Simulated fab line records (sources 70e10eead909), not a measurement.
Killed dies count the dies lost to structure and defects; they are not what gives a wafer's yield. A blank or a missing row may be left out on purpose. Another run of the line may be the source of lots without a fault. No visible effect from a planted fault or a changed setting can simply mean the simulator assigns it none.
A struck lot beside a sound one || flow nandHarc || 15 out of 1302 route steps
Sound: the wafers L711.1, L711.3, L711.5. Struck: wafer L704.2 (left out: L704.1, L704.4 of the same lot, which were not struck); the cause appears at the end.
Per side, at each step with rows, come the tool, then ch with its chambers, and then its first start. Under that, the readings that differ: sound wafers || struck wafers || difference of the means || sigmas: that difference in standard deviations of wafers without a fault.
alike: same words and numbers on both sides, and readings whose means sit less than 2 such deviations apart. not compared: any withheld reading, any reading some wafer has no value for, any bound like >300 that may hide the same value, and any number with overlapping values for which the record gives no deviation.
The two part at a step that has a row with sigmas, a row that says differs or no value, or rows on one side only. When numbers do not overlap yet have no deviation, they are printed without sigmas and do not part them. A reading missing from all wafers of one side parts the sides only when that side holds two or more wafers.

first, 3 steps without rows for these wafers: NHARC_A_CONTACT_DESCUM_13 (chemistry O2, time 3 s); NHARC_A_CONTACT_ETCH_88 (etches the open film in CF4, target depth 39 nm, time 65 s); NHARC_A_CONTACT_ETCH_89 (etches the open film in N2/H2, target depth 260 nm, time 475.3 s).
NHARC_A_CONTACT_ETCH_30: etches the open film in CF4/CHF3, target depth 72.6 nm, time 36.3 s.
  sound on rieDiel-03 ch 0,1; struck on rieDiel-02 ch 2, day 28 12:29
  alike: cf4FlowSccm, drypumpMotorCurrentA, oesProductAu, rfFwdPowerW, rfVppV, showerheadPlenumPTorr, throttleValvePct
  not compared: rfHoursCounterH
then, 1 step without rows for these wafers: NHARC_A_CONTACT_ETCH_31 (etches the open film in O2/COS, target depth 2800 nm, time 728 s).
NHARC_A_CONTACT_ETCH_134: etches the open film in C4F8/O2/Ar, time 140 s, target depth 700 nm.
  sound on harCapEtch-02 ch 0, day 31 08:58; struck on harCapEtch-03 ch 0, day 28 13:07
  not compared: rfHoursCounterH
then, 2 steps without rows for these wafers: NHARC_A_CONTACT_ETCH_135 (etches the open film in C4F8/O2/Ar, time 311 s, target depth 1912 nm); NHARC_A_CONTACT_ETCH_136 (etches the open film in C4F8/O2/Ar, time 311 s, target depth 1912 nm).
NHARC_A_CONTACT_ETCH_137: etches the open film in C4F8/O2/Ar, time 311 s, target depth 1912 nm.
  sound on harCapEtch-02 ch 0, day 31 09:43; struck on harCapEtch-03 ch 0, day 28 13:52
  not compared: rfHoursCounterH
NHARC_A_CONTACT_ETCH_138: etches the open film in C4F8/O2/Ar, time 311 s, target depth 1914 nm.
  sound on harCapEtch-02 ch 0, day 31 09:59; struck on harCapEtch-03 ch 0, day 28 14:08
  not compared: rfHoursCounterH
then, 1 step without rows for these wafers: NHARC_A_CONTACT_ETCH_139 (etches the open film in C4F8/O2/Ar, time 195 s, target depth 840 nm).
NHARC_A_CONTACT_ETCH_92: etches the open film in CH3F/O2, target depth 40 nm, time 85.7 s.
  sound on rieDiel-12 ch 1,2, day 31 10:49; struck on rieDiel-03 ch 2, day 28 14:58
{"reading": "rfFwdPowerW (W)", "sound": "497.5 498.1 498.6", "struck": 494.8, "difference": -3.3, "sigmas": -2}
  alike: drypumpMotorCurrentA, oesProductAu, rfVppV, showerheadPlenumPTorr, throttleValvePct
  not compared: rfHoursCounterH
NHARC_A_CONTACT_ETCH_98: etches the open film in C4F6/O2, target depth 20 nm, time 10 s.
  sound on rieDiel-12 ch 0,1, day 31 10:58; struck on rieDiel-03 ch 0, day 28 15:05
{"reading": "oesProductAu (a.u.)", "sound": "0.952 0.950 0.947", "struck": 0.673, "difference": -0.277, "sigmas": -14}
  alike: drypumpMotorCurrentA, rfFwdPowerW, rfVppV, showerheadPlenumPTorr, throttleValvePct
  not compared: rfHoursCounterH
NHARC_A_CONTACT_CD_MEAS_15:
  sound on cdSem-01, day 31 11:02; struck on cdSem-01, day 28 15:10
  alike: cdNm
NHARC_END_SORT_01:
  sound on prober-02 ch 0, day 33 11:17; struck on prober-02 ch 0, day 30 13:55
{"reading": "hold", "sound": "- - -", "struck": "awaitDispo/2.6h/release", "difference": "no value on the sound wafers", "sigmas": ""}
{"reading": "killedAtArray", "sound": "59 57 53", "struck": 673, "difference": "+617", "sigmas": "+32"}
{"reading": "killedDies", "sound": "63 60 55", "struck": 677, "difference": "+618", "sigmas": "+33"}
  alike: killedAtOther, killedAtPeriphery, killedOpen, killedShort

== WHERE THEY PART ==
Last at NHARC_END_SORT_01 as far as this record goes, first at NHARC_A_CONTACT_ETCH_92.

WHY: the cause the simulator had injected
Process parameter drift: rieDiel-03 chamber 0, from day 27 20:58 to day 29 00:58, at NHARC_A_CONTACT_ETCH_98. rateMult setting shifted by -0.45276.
